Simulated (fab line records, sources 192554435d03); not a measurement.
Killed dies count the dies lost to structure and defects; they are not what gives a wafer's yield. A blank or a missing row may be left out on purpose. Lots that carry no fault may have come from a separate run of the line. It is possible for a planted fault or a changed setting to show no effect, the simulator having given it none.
fab line records	flow n5Finfet
record lots=11	wafers=31	lastDay=18
route steps=1938 shown BEOL_M8@1376 MIM_BOT_ETCH@1866 PASS1_CAP@1873 TV_LITHO@1886 PASSIVATION@1936
lots with no fault: from the same line, run without faults
startH: start of the lot's first displayed wafer, in hours after the record's first day	waitH: hours from the lot's prior step to this one	" same as the row above	L1.1+2: a row that stands for several wafers	- value missing, or start not given	* or withheld: withheld	< > ~ a bound
route shown NAME@n: a module of which the file shows steps, and the number in the route of the first	usual: mean/standard deviation taken from wafers without a fault	same: alike in all rows	chamber/n: place in a boat	sites: the reading at each site	_std_site: standard deviation across them	_edge_site: mean of outer sites minus mean of inner sites	radiusMm: for every site, how far away it sits from the centre of the wafer	mask NAME#n: copy n	behind: tool/chamber where the wafer was last shaped	hold: why the lot was held/for how many hours/how that ended	device: the n, p or np transistor that did not switch	end of line: the same wafers' tests at the end of the route	step lacking rows: just its recipe	killed: at the first sort, the dies lost to defects and structure; wafer yield is something else	map: dies across one wafer; x = killed, . = not, _ = none there
set.NAME: setting as actually run; set.NAME@STEP: the setting as run at that earlier step	model.NAME: the simulator's own value behind a step, which no gauge read
the route's steps for a sample of lots (tables are steps, rows are wafers)
services: a tool's chamber out of use, with start hour (startH, from the record's first day; less than 0 if before it), hours out, and reason
## steps
# step N5_BEOL_M8_STRIP_36
# recipe chemistry=N2/H2	powerW=450	tempC=40	pressureMtorr=20	rfFrequencyHz=6e+07	overashFraction=0.3	biasPowerW=7	h2Frac=0.5	n2FlowSccm=200	h2FlowSccm=200
# usual drypumpMotorCurrentA=5.5/0.47	oesProductAu=0.80/0.066	powerW=450.3/1.3	rfVppV=59.0/1.5	showerheadPlenumPTorr=2.55/0.091	throttleValvePct=23.52/0.25
lot.wafer	tool	chamber	startH	waitH	drypumpMotorCurrentA	oesProductAu	powerW	rfHoursCounterH	rfVppV	showerheadPlenumPTorr	throttleValvePct
L869.2	rieDiel-04	1	238.15	0.0	5.7	0.73	450.7	194	55.2	2.42	23.13
L869.3	"	0	"	"	4.9	0.80	449.4	111	55.8	2.44	23.70
L873.1	rieDiel-06	1	271.59	0.0	5.9	0.85	452.7	69	60.2	2.69	23.59
L873.3	"	0	"	"	5.3	0.85	453.9	50	58.8	2.58	23.74
L873.4	"	2	"	"	5.4	0.92	451.0	14	58.4	2.57	23.32
L874.1	rieDiel-03	0	271.70	0.0	5.2	0.75	449.0	140	60.7	2.63	23.56
L874.4	"	3	"	"	5.7	0.77	449.5	-	60.3	2.44	23.62
L874.6	"	2	"	"	5.6	0.79	450.7	-	58.2	2.44	23.81
L876.1	rieDiel-03	1	295.37	0.0	6.3	0.77	450.1	136	59.7	2.53	23.09
L876.2	"	3	"	"	5.7	0.75	448.9	134	60.1	2.44	23.62
L876.3	"	0	"	"	5.1	0.74	449.9	147	61.9	2.62	23.57
L877.3	rieDiel-06	2	298.40	0.0	5.4	0.89	448.0	23	59.0	2.57	23.33
L877.4	"	1	"	"	5.9	0.84	449.4	78	59.9	2.69	23.60
L877.6	"	3	"	"	5.0	0.86	451.2	-	59.6	2.67	23.40
L879.4	rieDiel-04	1	311.55	0.0	5.7	0.71	450.9	-	57.7	2.40	23.15
L879.5	"	3	"	"	5.8	0.66	448.7	-	59.8	2.50	23.26
L878.3	rieDiel-06	0	311.93	0.0	5.3	0.84	449.7	63	58.1	2.57	23.77
L878.5	"	1	"	"	5.9	0.83	446.9	-	56.6	2.68	23.60
L878.6	"	2	"	"	5.3	0.88	450.9	-	59.3	2.57	23.32
L884.1	rieDiel-03	2	339.96	0.0	5.6	0.78	451.7	132	58.4	2.43	23.87
L884.4	"	1	"	"	6.3	0.76	452.4	-	56.4	2.52	23.10
L884.6	"	0	"	"	5.2	0.74	453.2	-	59.2	2.62	23.56
L882.2	rieDiel-04	0	340.35	0.0	4.9	0.74	448.1	152	58.3	2.43	23.77
L882.3	"	1	"	"	5.7	0.69	448.5	234	56.4	2.40	23.19
L882.5	"	2	"	"	6.8	0.92	451.3	-	58.2	2.49	23.75
L885.2	rieDiel-06	0	345.46	0.0	5.3	0.83	451.0	73	58.0	2.57	23.78
L885.3	"	2	"	"	5.4	0.87	450.7	38	58.3	2.56	23.35
L885.6	"	0	"	"	5.3	0.81	451.1	-	59.6	2.57	23.73
L887.3	rieDiel-06	0	355.48	0.0	5.3	0.84	451.3	76	60.2	2.57	23.77
L887.5	"	2	"	"	5.4	0.86	449.9	-	59.2	2.56	23.36
L887.6	"	3	"	"	5.0	0.85	449.8	-	58.0	2.66	23.44
# step N5_MIM_BOT_ETCH_ETCH_04
# recipe chemistry=CF4/O2	target=SiNx	targetDepthA=260	timeS=13	ionEnergyEv=100	pressureMtorr=40	sourceW=535	biasW=49	Ar_flow_sccm=100	cf4FlowSccm=100	O2_flow_sccm=10
# usual drypumpMotorCurrentA=5.6/0.53	oesProductAu=0.80/0.076	rfVppV=240/3.9	showerheadPlenumPTorr=2.20/0.079	throttleValvePct=15.99/0.18
lot.wafer	tool	chamber	startH	waitH	drypumpMotorCurrentA	oesProductAu	rfHoursCounterH	rfVppV	showerheadPlenumPTorr	throttleValvePct
L869.2	rieDiel-06	2	297.71	0.0	5.4	0.91	23	240	2.24	15.83
L869.3	"	0	"	"	5.2	0.84	58	239	2.23	15.93
L873.1	rieDiel-04	2	328.76	0.0	6.8	0.96	5	242	2.17	16.02
L873.3	"	0	"	"	4.9	0.76	147	234	2.12	16.08
L873.4	"	1	"	"	5.7	0.72	230	238	2.09	15.85
L874.1	rieDiel-04	3	335.05	0.0	5.8	0.66	247	236	2.18	16.06
L874.4	"	2	"	"	6.8	0.94	7	241	2.17	16.03
L874.6	"	0	"	"	4.9	0.76	-	235	2.12	16.10
L876.1	rieDiel-06	1	353.90	0.0	5.9	0.83	96	242	2.33	16.01
L876.2	"	3	"	"	5.0	0.85	86	245	2.33	16.26
L876.3	"	0	"	"	5.3	0.82	75	241	2.23	15.95
L877.3	rieDiel-06	2	363.79	0.0	5.3	0.88	46	240	2.24	15.88
L877.4	"	1	"	"	5.9	0.82	101	244	2.32	16.01
L877.6	"	1	"	"	5.9	0.82	-	243	2.32	15.99
L878.3	rieDiel-06	1	368.86	0.0	5.9	0.82	102	243	2.32	16.00
L878.5	"	3	"	"	5.0	0.84	-	246	2.32	16.26
L878.6	"	0	"	"	5.2	0.82	-	242	2.22	15.96
L879.4	rieDiel-03	3	373.36	0.0	5.7	0.74	161	238	2.11	15.90
L879.5	"	2	"	"	5.6	0.75	-	246	2.11	16.17
L884.1	rieDiel-04	0	396.81	0.0	5.0	0.74	174	234	2.11	16.12
L884.4	"	2	"	"	6.8	0.88	-	240	2.16	16.04
L884.6	"	3	"	"	5.8	0.91	-	235	2.17	15.62
L882.2	rieDiel-04	3	399.79	0.0	5.8	0.91	18	235	2.17	15.62
L882.3	"	2	"	"	6.8	0.88	32	240	2.16	16.05
L882.5	"	0	"	"	4.9	0.73	-	234	2.11	16.13
L885.2	rieDiel-03	3	404.45	0.0	5.7	0.73	175	237	2.11	15.92
L885.3	"	1	"	"	6.3	0.72	176	244	2.20	15.86
L885.6	"	2	"	"	5.6	0.75	-	247	2.11	16.18
L887.3	rieDiel-03	1	423.93	0.0	6.3	0.72	183	246	2.20	15.87
L887.5	"	1	"	"	6.3	0.72	-	246	2.20	15.86
L887.6	"	2	"	"	5.6	0.75	-	244	2.11	16.20
# step N5_PASSIVATION_PECVD_55
# recipe material=SiO2	targetThkA=4000	tempC=400	precursor=SiH4/N2O	pressureTorr=2.7	rfW=608	timeS=22.5
# usual heaterPowerW=743/120	showerheadPlenumPTorr=8.17/0.15	throttleValvePct=52/5.2
lot.wafer	tool	chamber	startH	waitH	heaterPowerW	showerheadPlenumPTorr	throttleValvePct
L869.2	pecvd-03	0	299.08	0.0	756	8.12	63
L869.3	"	2	"	"	837	8.35	47
L873.1	pecvd-02	2	329.58	0.0	807	8.00	51
L873.3	"	2	"	"	858	7.98	51
L873.4	"	0	"	"	761	7.97	48
L874.1	pecvd-02	2	335.93	0.0	919	7.99	52
L874.4	"	2	"	"	950	8.00	51
L874.6	"	0	"	"	768	7.96	49
L876.1	pecvd-04	2	354.72	0.0	660	8.29	50
L876.2	"	0	"	"	740	8.18	49
L876.3	"	1	"	"	547	8.07	55
L877.3	pecvd-04	1	364.61	0.0	588	8.04	55
L877.4	"	0	"	"	646	8.17	49
L877.6	"	2	"	"	575	8.30	50
L878.3	pecvd-02	0	369.69	0.0	735	7.96	49
L878.5	"	2	"	"	1012	7.97	52
L878.6	"	0	"	"	762	7.98	49
L879.4	pecvd-03	0	374.21	0.1	737	8.11	63
L879.5	"	1	"	"	813	8.37	54
L884.1	pecvd-03	2	397.95	0.0	832	8.36	46
L884.4	"	2	"	"	857	8.33	47
L884.6	"	2	"	"	870	8.34	47
L882.2	pecvd-04	0	400.62	0.0	667	8.16	49
L882.3	"	2	"	"	525	8.30	50
L882.5	"	2	"	"	562	8.29	50
L885.2	pecvd-02	2	405.27	0.0	961	8.01	51
L885.3	"	0	"	"	804	7.97	49
L885.6	"	2	"	"	963	8.00	51
L887.3	pecvd-04	1	424.78	0.0	573	8.04	55
L887.5	"	0	"	"	671	8.14	49
L887.6	"	2	"	"	599	8.29	50
# step N5_PASSIVATION_DESCUM_12
# recipe chemistry=O2	timeS=7.9	sourcePowerW=50	biasPowerW=20	pressureMtorr=20	rfFrequencyHz=2.712e+07	tempC=40	o2FlowSccm=225
# usual drypumpMotorCurrentA=5.9/0.32	oesProductAu=0.81/0.083	rfVppV=243.5/1.3	showerheadPlenumPTorr=2.12/0.059	throttleValvePct=20.44/0.22
lot.wafer	tool	chamber	startH	waitH	drypumpMotorCurrentA	oesProductAu	rfHoursCounterH	rfVppV	showerheadPlenumPTorr	throttleValvePct
L869.2	rieDiel-01	1	302.62	0.1	5.8	0.89	27	242.8	2.15	20.54
L869.3	"	0	"	"	6.3	0.81	94	244.0	2.10	20.58
L873.1	rieDiel-01	2	331.26	0.1	5.8	0.90	47	245.7	2.21	20.29
L873.3	"	1	"	"	5.8	0.87	35	243.5	2.15	20.56
L873.4	"	3	"	"	5.8	0.81	102	243.9	2.10	20.46
L874.1	rieDiel-01	3	336.64	0.1	5.9	0.79	104	242.7	2.10	20.46
L874.4	"	2	"	"	5.9	0.90	49	246.3	2.21	20.30
L874.6	"	0	"	"	6.3	0.79	-	242.6	2.10	20.62
L876.1	rieDiel-02	1	355.34	0.0	5.7	0.85	56	243.1	2.11	20.16
L876.2	"	0	"	"	5.5	0.72	216	243.6	2.15	20.92
L876.3	"	3	"	"	6.2	0.84	80	244.4	2.22	20.49
L877.3	rieDiel-02	1	366.20	0.0	5.7	0.85	59	244.1	2.11	20.15
L877.4	"	2	"	"	6.2	0.93	9	242.1	2.05	20.01
L877.6	"	3	"	"	6.3	0.83	-	246.0	2.21	20.48
L878.3	rieDiel-02	3	370.48	0.3	6.3	0.83	85	244.6	2.21	20.48
L878.5	"	3	"	"	6.3	0.83	-	243.8	2.21	20.49
L878.6	"	0	"	"	5.4	0.72	-	244.0	2.14	20.92
L879.4	rieDiel-02	2	374.70	0.1	6.2	0.93	12	242.9	2.05	20.04
L879.5	"	2	"	"	6.2	0.92	-	242.9	2.05	20.03
L884.1	rieDiel-05	3	400.97	0.1	5.8	0.85	45	241.7	2.13	20.40
L884.4	"	1	"	"	6.0	0.70	205	242.0	2.06	20.47
L884.6	"	3	"	"	5.7	0.85	-	244.6	2.13	20.42
L882.2	rieDiel-01	3	402.57	0.5	5.8	0.78	119	243.4	2.09	20.47
L882.3	"	1	"	"	5.8	0.83	59	244.0	2.14	20.60
L882.5	"	3	"	"	5.8	0.79	-	242.3	2.09	20.50
L885.2	rieDiel-05	0	405.88	0.0	6.1	0.91	24	243.0	2.13	20.27
L885.3	"	1	"	"	6.0	0.69	206	242.9	2.06	20.48
L885.6	"	2	"	"	5.0	0.68	-	242.5	1.98	20.45
L887.3	rieDiel-02	2	427.61	0.0	6.2	0.88	30	242.6	2.04	20.04
L887.5	"	2	"	"	6.2	0.88	-	242.6	2.04	20.05
L887.6	"	3	"	"	6.2	0.81	-	244.8	2.21	20.51
# step N5_PASSIVATION_PROBE_49
# usual defectLimitedYield=91.2/1.4	killed_at_M0_to_M3=34/9.4	killed_at_M4_up=14/5.6	killedAtContacts=13/7.8	killedAtFrontEnd=37/10	killedAtOther=4/3.3	killedDies=103/17	killedOpen=68/13	killedShort=33/8.2	sort_bin_5_function=5.1/0.92	sort_bin_6_memory=3.3/0.71	sort_bin_8_speed=0.01/0.043	sortNPass=1077/17
# same grossDies=1180	killedAtBackSide=0	sort_bin_4_leakage[%]=0
lot.wafer	tool	chamber	startH	waitH	defectLimitedYield[%]	killed_at_M0_to_M3	killed_at_M4_up	killedAtContacts	killedAtFrontEnd	killedAtOther	killedDies	killedOpen	killedShort	sort_bin_5_function[%]	sort_bin_6_memory[%]	sort_bin_8_speed[%]	sortNPass
L876.1	prober-01	-	362.77	0.0	93.5	37	9	8	21	2	77	57	20	4.2	2.4	0	1103
L876.2	prober-01	-	362.82	0.1	91.0	38	13	23	27	5	106	69	33	5.7	2.8	0	1074
L876.3	prober-01	-	362.87	0.1	90.7	30	13	19	40	8	110	68	41	5.0	3.9	0	1070
L885.2	prober-02	-	412.89	0.1	80.5	29	153	19	27	2	230	70	26	12.4	5.4	0	950
L885.3	prober-02	-	412.94	0.1	88.6	50	11	19	48	7	135	89	46	6.6	4.3	0	1045
L885.6	prober-02	-	413.09	0.3	81.5	24	146	9	38	1	218	54	32	11.7	3.3	0	962
L887.3	prober-01	-	435.06	0.1	80.8	19	155	13	30	10	227	69	25	12.5	4.6	0	953
L887.5	prober-01	-	435.16	0.2	91.4	38	14	18	29	2	101	74	24	4.7	3.5	0	1079
L887.6	prober-01	-	435.21	0.3	92.0	26	17	20	30	1	94	73	20	4.3	3.3	0	1086
# killed by level:class
L876.1 BEOL_M0:geometricParticle:open=8 BEOL_M1:geometricParticle:open=8 BEOL_M2:geometricParticle:open=7 FIN_SAQP:geometricParticle:open=6 MOL_CONTACT_COAG:geometricParticle:open=6 FIN_SAQP:geometricParticle:short=5 BEOL_M0_SAQP:geometricParticle:open=5 BEOL_M6:geometricParticle:open=4
L876.2 MOL_CONTACT_COAG:geometricParticle:open=15 BEOL_M2:geometricParticle:open=11 MOL_CONTACT_COAG:geometricParticle:short=8 BEOL_M0_SAQP:geometricParticle:open=8 BEOL_M0_SAQP:geometricParticle:short=8 FIN_SAQP:geometricParticle:short=6 BEOL_M0:geometricParticle:open=6 BEOL_M4:geometricParticle:open=6
L876.3 MOL_CONTACT_COAG:geometricParticle:open=13 FIN_SAQP:geometricParticle:short=11 BEOL_M2:geometricParticle:open=9 BEOL_M1:geometricParticle:open=7 BEOL_M4:geometricParticle:open=7 STI_FIN_REVEAL:geometricParticle:open=6 MOL_CONTACT_COAG:geometricParticle:short=6 STI_FIN_REVEAL:geometricParticle:short=5
L885.2 BEOL_M8:unspecified=133 MOL_CONTACT_COAG:geometricParticle:open=16 BEOL_M4:geometricParticle:open=12 BEOL_M3:geometricParticle:open=11 STI_FIN_REVEAL:geometricParticle:open=6 BEOL_M0_SAQP:geometricParticle:short=6 BEOL_M0_SAQP:geometricParticle:open=5 ILD0:geometricParticle:open=4
L885.3 FIN_SAQP:geometricParticle:open=19 MOL_CONTACT_COAG:geometricParticle:open=15 FIN_SAQP:geometricParticle:short=14 BEOL_M0_SAQP:geometricParticle:short=14 BEOL_M0_SAQP:geometricParticle:open=12 BEOL_M3:geometricParticle:open=11 BEOL_M4:geometricParticle:open=8 PASS1_CAP:geometricParticle:open=5
L885.6 BEOL_M8:unspecified=129 BEOL_M0_SAQP:geometricParticle:open=12 BEOL_M4:geometricParticle:open=10 GATE_CUT:geometricParticle:short=8 FIN_SAQP:geometricParticle:short=7 MOL_CONTACT_COAG:geometricParticle:open=7 FIN_SAQP:geometricParticle:open=4 STARTING-WAFER:geometricParticle:short=4
L887.3 BEOL_M8:unspecified=132 MOL_CONTACT_COAG:geometricParticle:open=13 BEOL_M4:geometricParticle:open=7 BEOL_M3:geometricParticle:open=7 BEOL_M6:geometricParticle:open=7 FIN_SAQP:geometricParticle:open=6 FIN_SAQP:geometricParticle:short=5 PAD_METAL:geometricParticle:open=4
L887.5 MOL_CONTACT_COAG:geometricParticle:open=16 BEOL_M2:geometricParticle:open=12 BEOL_M1:geometricParticle:open=11 STI_FIN_REVEAL:geometricParticle:open=7 FIN_SAQP:geometricParticle:open=6 BEOL_M4:geometricParticle:open=6 BEOL_M0_SAQP:geometricParticle:short=5 BEOL_M4:geometricParticle:short=4
L887.6 MOL_CONTACT_COAG:geometricParticle:open=18 FIN_SAQP:geometricParticle:open=11 BEOL_M4:geometricParticle:open=10 BEOL_M2:geometricParticle:open=10 STARTING-WAFER:geometricParticle:open=4 BEOL_M1:geometricParticle:open=4 DUMMY_GATE:geometricParticle:open=3 SPACER0:geometricParticle:short=3
## services
tool	chamber	startH	hours	kind
pecvd-04	-	224.36	1.5	repair
pecvd-03	0	225.67	2.2	repair
rieDiel-01	3	252.29	4.1	repair
rieDiel-02	-	263.90	1.7	repair
rieDiel-03	1	265.87	8.3	repair
pecvd-04	-	305.66	14.0	repair
rieDiel-01	0	309.55	5.6	repair
rieDiel-03	0	314.36	19.1	repair
rieDiel-03	1	319.35	9.5	repair
rieDiel-01	-	320.61	2.8	pm
pecvd-02	1	324.87	29.1	repair
rieDiel-06	0	335.30	4.4	repair
rieDiel-03	3	338.59	11.0	repair
rieDiel-04	2	358.26	6.6	repair
pecvd-03	-	366.32	6.0	pm
rieDiel-01	3	370.74	13.1	repair
rieDiel-06	2	379.85	11.7	repair
rieDiel-03	2	380.00	12.7	repair
rieDiel-02	3	383.28	7.3	repair
rieDiel-06	0	386.76	22.5	repair
pecvd-03	-	390.43	2.8	pm
rieDiel-03	2	394.52	8.1	repair
rieDiel-06	-	396.50	0.7	repair
pecvd-04	1	399.37	5.4	repair
## key
firstSign step=N5_PASSIVATION_PROBE_49	reading=killed_at_M4_up	direction=up	sigmas=24	usual=14	struck=151
effect step=N5_PASSIVATION_PROBE_49	reading=killedDies	direction=up	sigmas=7.1	usual=103	struck=225
moreKillsBornAt N5_BEOL_M8_STRIP_36@rieDiel-06=394
metAt N5_BEOL_M8_STRIP_36
struckLots L885,L887
struckWafers L885.2,L885.6,L887.3
notActingAt N5_MIM_BOT_ETCH_ETCH_04,N5_PASSIVATION_PECVD_55,N5_PASSIVATION_DESCUM_12
onsetBetween 311.93 345.46
fault kind=chamberParticleSource	tool=rieDiel-06	chamber=0	onsetH=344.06	steps=N5_BEOL_M8_STRIP_36	ratePerVisitCm2=1.0363	endH=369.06
